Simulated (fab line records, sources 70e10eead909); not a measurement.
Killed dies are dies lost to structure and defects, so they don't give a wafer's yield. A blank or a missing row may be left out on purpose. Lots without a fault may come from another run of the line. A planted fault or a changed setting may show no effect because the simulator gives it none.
Which tool did it? | flow nand_harc | 12 lots, 36 wafers sampled, at 2 steps of a route of 1159

WHAT THE GAUGES READ, wafer by wafer
NHARC_P_GATE_CD_MEAS_59: target cd 720 nm.
lot  | measured     | on        | cd_nm (nm)
L075 | day 5 16:10  | cd_sem-03 | 718.1 718.7 717.3
L077 | day 6 12:32  | cd_sem-03 | 720.8 720.2 718.4
L079 | day 6 18:45  | cd_sem-03 | 721.0 721.3 720.4
L081 | day 7 02:12  | cd_sem-01 | 719.5 720.0 721.3
L083 | day 7 14:24  | cd_sem-02 | 721.3 722.4 720.5
L085 | day 8 18:53  | cd_sem-02 | 718.6 717.6 719.0
L087 | day 9 00:50  | cd_sem-03 | 720.5 721.9 723.3
L089 | day 9 03:59  | cd_sem-03 | 719.4 719.3 722.1
L091 | day 9 08:34  | cd_sem-01 | 720.4 718.0 719.7
L093 | day 10 02:50 | cd_sem-03 | 719.3 718.7 718.7
L095 | day 10 07:10 | cd_sem-02 | 721.4 719.9 720.5
L097 | day 11 06:49 | cd_sem-01 | 718.4 718.6 719.5

WHICH TOOL RAN EACH LOT (tool, then ch and the chambers of the sampled wafers, then the start)
lot  | NHARC_P_ZERO_WELL_DESCUM_39
L075 | rie_diel-12 ch 0,1,2, day 1 22:37
L077 | rie_diel-01 ch 1,2, day 2 10:10
L079 | rie_diel-01 ch 1,2,3, day 3 01:19
L081 | rie_diel-12 ch 2,3, day 3 10:12
L083 | rie_diel-12 ch 0,1,2, day 3 22:18
L085 | rie_diel-01 ch 0,2,3, day 4 10:14
L087 | rie_diel-08 ch 0,1,2, day 4 22:25
L089 | rie_diel-01 ch 1,2,3, day 5 10:20
L091 | rie_diel-08 ch 0,1,3, day 5 22:18
L093 | rie_diel-12 ch 2,3, day 6 10:16
L095 | rie_diel-08 ch 2,3, day 6 22:26
L097 | rie_diel-08 ch 0,1,2, day 7 10:22
- NHARC_P_ZERO_WELL_DESCUM_39: chemistry O2, time 3 s.

THE ANSWER, worked out from the rows above alone
Rule: what is usual is taken from the lots themselves. Put in order of their means at a reading, lots are off if they are a third of the lots or fewer, leave a main group of 4 or more, and stand apart from it by a gap of 3 or more times the standard deviation of the main group's means; of several such gaps the widest counts. A main group whose means are all the same, to the digits that the tables above print for the reading, isn't used. A lot without any number at a reading at which 4 lots or more have one is off too. The other lots that the step has rows for count as sound.
No lot is off at any reading shown: from this, nothing can be told.

WHAT THE SIMULATOR HAD PUT IN
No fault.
